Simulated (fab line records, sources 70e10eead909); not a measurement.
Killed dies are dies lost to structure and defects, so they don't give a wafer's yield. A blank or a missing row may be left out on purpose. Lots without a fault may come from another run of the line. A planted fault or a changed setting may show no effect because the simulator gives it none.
Chamber matching | flow nand_harc | NHARC_A_STAIRCASE_TRIM_187 on rie_diel-04: 4 sister chambers
The step chemistry O2, time 211.2 s. 16 wafers are shown with their chamber, then 8 later ones without.

WAFERS WITH THEIR CHAMBER
wafer  | chamber | oes_product_au (a.u.) | showerhead_plenum_p_Torr (Torr) | throttle_valve_pct (%)
L074.1 | 1       | 0.992                 | 3.62                            | 17.029
L074.2 | 3       | 1.001                 | 3.27                            | 17.040
L074.4 | 0       | 0.995                 | 3.48                            | 17.033
L078.1 | 0       | 1.001                 | 3.47                            | 17.038
L078.2 | 2       | 0.994                 | 3.58                            | 17.028
L078.6 | 1       | 0.986                 | 3.61                            | 17.040
L079.1 | 0       | 0.994                 | 3.47                            | 17.039
L079.4 | 2       | 1.000                 | 3.58                            | 17.025
L079.6 | 3       | 1.000                 | 3.80                            | 17.035
L080.2 | 0       | 1.000                 | 3.47                            | 17.038
L080.3 | 3       | 0.999                 | 3.80                            | 17.026
L080.5 | 3       | 1.005                 | 3.80                            | 17.024
L081.2 | 2       | 0.997                 | 3.58                            | 17.034
L081.3 | 0       | 0.989                 | 3.46                            | 17.041
L081.4 | 0       | 1.003                 | 3.46                            | 17.054
L086.2 | 3       | 1.006                 | 3.79                            | 17.034

SIGNATURES (means of the wafers above)
reading                  | chamber 0 | chamber 1 | chamber 2 | chamber 3 | scatter within a chamber
oes_product_au           | 0.99700   | 0.98900   | 0.99700   | 1.00220   | 0.00421
showerhead_plenum_p_Torr | 3.4683    | 3.6150    | 3.5800    | 3.6920    | 0.136
throttle_valve_pct       | 17.04050  | 17.03450  | 17.02900  | 17.03180  | 0.00666
Rule: a wafer's distance from a chamber is the root of the sum, over the readings, of the square of ((its reading less the chamber's mean) divided by the reading's scatter). The wafer belongs to the nearest chamber; if the next one is less than 2 further off, it can't be placed. The scatter: the root of (the sum of the squares of (reading less its chamber's mean) over the shown wafers, divided by (wafers less chambers)).

WAFERS WITHOUT THEIR CHAMBER
wafer  | oes_product_au (a.u.) | showerhead_plenum_p_Torr (Torr) | throttle_valve_pct (%)
L086.5 | 1.003                 | 3.57                            | 17.044
L086.6 | 1.010                 | 3.79                            | 17.032
L087.1 | 0.997                 | 3.45                            | 17.039
L087.2 | 1.000                 | 3.57                            | 17.022
L087.6 | 1.005                 | 3.45                            | 17.052
L095.2 | 0.983                 | 3.58                            | 17.037
L095.4 | 0.997                 | 3.58                            | 17.029
L095.5 | 0.990                 | 3.77                            | 17.036

WHICH CHAMBER EACH WENT THROUGH
wafer  | from the rows above               | in truth
L086.5 | can't be placed: 0 or 3 or 2 or 1 | 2
L086.6 | can't be placed: 3 or 2           | 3
L087.1 | can't be placed: 0 or 2           | 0
L087.2 | can't be placed: 2 or 3 or 0 or 1 | 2
L087.6 | can't be placed: 0 or 3 or 2      | 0
L095.2 | can't be placed: 1 or 0           | 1
L095.4 | can't be placed: 2 or 3 or 0      | 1
L095.5 | can't be placed: 1 or 2 or 0 or 3 | 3
Placed correctly: 0 of 8. Can't be placed from these rows: 8 (the true chamber is among the candidates in 7). Placed wrongly: 0.
